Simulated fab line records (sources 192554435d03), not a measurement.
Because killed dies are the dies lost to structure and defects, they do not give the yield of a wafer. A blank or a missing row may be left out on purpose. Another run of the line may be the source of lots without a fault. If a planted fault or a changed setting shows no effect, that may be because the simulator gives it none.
Chamber matching / flow n5-finfet / 4 sister chambers for N5_BEOL_M2_ALD_98 on ald-sin-01
The step deposits SiO2, target thk 2.5 nm, pulse time 1 s, co reactant pulse time 1 s. 18 wafers are shown with their chamber, then 9 later ones without.

## WAFERS PAIRED WITH THEIR CHAMBERS
wafer=L076.3; chamber=2; heater-power-w (W)=78; precursor-pulse-height-rel=1.035
wafer=L076.4; chamber=0; heater-power-w (W)=73; precursor-pulse-height-rel=1.004
wafer=L076.5; chamber=2; heater-power-w (W)=76; precursor-pulse-height-rel=0.996
wafer=L077.1; chamber=2; heater-power-w (W)=77; precursor-pulse-height-rel=0.995
wafer=L077.5; chamber=2; heater-power-w (W)=78; precursor-pulse-height-rel=1.011
wafer=L077.6; chamber=3; heater-power-w (W)=75; precursor-pulse-height-rel=1.019
wafer=L082.3; chamber=1; heater-power-w (W)=84; precursor-pulse-height-rel=1.029
wafer=L082.5; chamber=0; heater-power-w (W)=74; precursor-pulse-height-rel=1.017
wafer=L082.6; chamber=1; heater-power-w (W)=80; precursor-pulse-height-rel=1.002
wafer=L084.3; chamber=2; heater-power-w (W)=76; precursor-pulse-height-rel=0.970
wafer=L084.5; chamber=0; heater-power-w (W)=72; precursor-pulse-height-rel=0.999
wafer=L084.6; chamber=1; heater-power-w (W)=84; precursor-pulse-height-rel=1.005
wafer=L085.3; chamber=2; heater-power-w (W)=80; precursor-pulse-height-rel=0.973
wafer=L085.4; chamber=3; heater-power-w (W)=77; precursor-pulse-height-rel=0.997
wafer=L085.6; chamber=0; heater-power-w (W)=73; precursor-pulse-height-rel=1.018
wafer=L087.1; chamber=3; heater-power-w (W)=77; precursor-pulse-height-rel=1.001
wafer=L087.2; chamber=2; heater-power-w (W)=77; precursor-pulse-height-rel=0.975
wafer=L087.5; chamber=2; heater-power-w (W)=76; precursor-pulse-height-rel=0.992

SIGNATURES (means of the wafers above)
reading=heater-power-w; chamber 0=73.00; chamber 1=82.67; chamber 2=77.25; chamber 3=76.33; scatter within a chamber=1.44
reading=precursor-pulse-height-rel; chamber 0=1.00950; chamber 1=1.01200; chamber 2=0.99338; chamber 3=1.00567; scatter within a chamber=0.0176
Rule: for a wafer and a chamber, the distance is found by dividing, reading by reading, the gap between the wafer's reading and the chamber's mean by the reading's scatter, squaring, summing and taking the root. If the next closest chamber is less than 2 further off than the closest, the wafer can't be placed; otherwise it belongs to the closest. The scatter: take each reading less its chamber's mean, square it, sum over the shown wafers, divide by the number of wafers less the number of chambers, and take the root.

## WAFERS WITH NO CHAMBER GIVEN
wafer=L089.2; heater-power-w (W)=75; precursor-pulse-height-rel=1.013
wafer=L089.3; heater-power-w (W)=77; precursor-pulse-height-rel=0.998
wafer=L089.5; heater-power-w (W)=74; precursor-pulse-height-rel=1.030
wafer=L090.4; heater-power-w (W)=74; precursor-pulse-height-rel=0.973
wafer=L090.5; heater-power-w (W)=80; precursor-pulse-height-rel=1.023
wafer=L090.6; heater-power-w (W)=78; precursor-pulse-height-rel=0.972
wafer=L091.2; heater-power-w (W)=77; precursor-pulse-height-rel=0.958
wafer=L091.4; heater-power-w (W)=75; precursor-pulse-height-rel=0.982
wafer=L091.6; heater-power-w (W)=77; precursor-pulse-height-rel=0.996

## WHICH CHAMBER EACH ONE RAN IN
wafer=L089.2; from the rows above=can't be placed: 3 or 0 or 2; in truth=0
wafer=L089.3; from the rows above=can't be placed: 2 or 3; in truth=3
wafer=L089.5; from the rows above=can't be placed: 0 or 3 or 2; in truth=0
wafer=L090.4; from the rows above=can't be placed: 0 or 3 or 2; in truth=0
wafer=L090.5; from the rows above=can't be placed: 1 or 2 or 3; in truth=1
wafer=L090.6; from the rows above=can't be placed: 2 or 3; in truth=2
wafer=L091.2; from the rows above=can't be placed: 2 or 3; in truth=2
wafer=L091.4; from the rows above=can't be placed: 3 or 2 or 0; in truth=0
wafer=L091.6; from the rows above=can't be placed: 2 or 3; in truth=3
0 of 9 placed correctly. Not placeable from these rows: 9 (in 9, the candidates include the true chamber). Placed wrongly: 0.
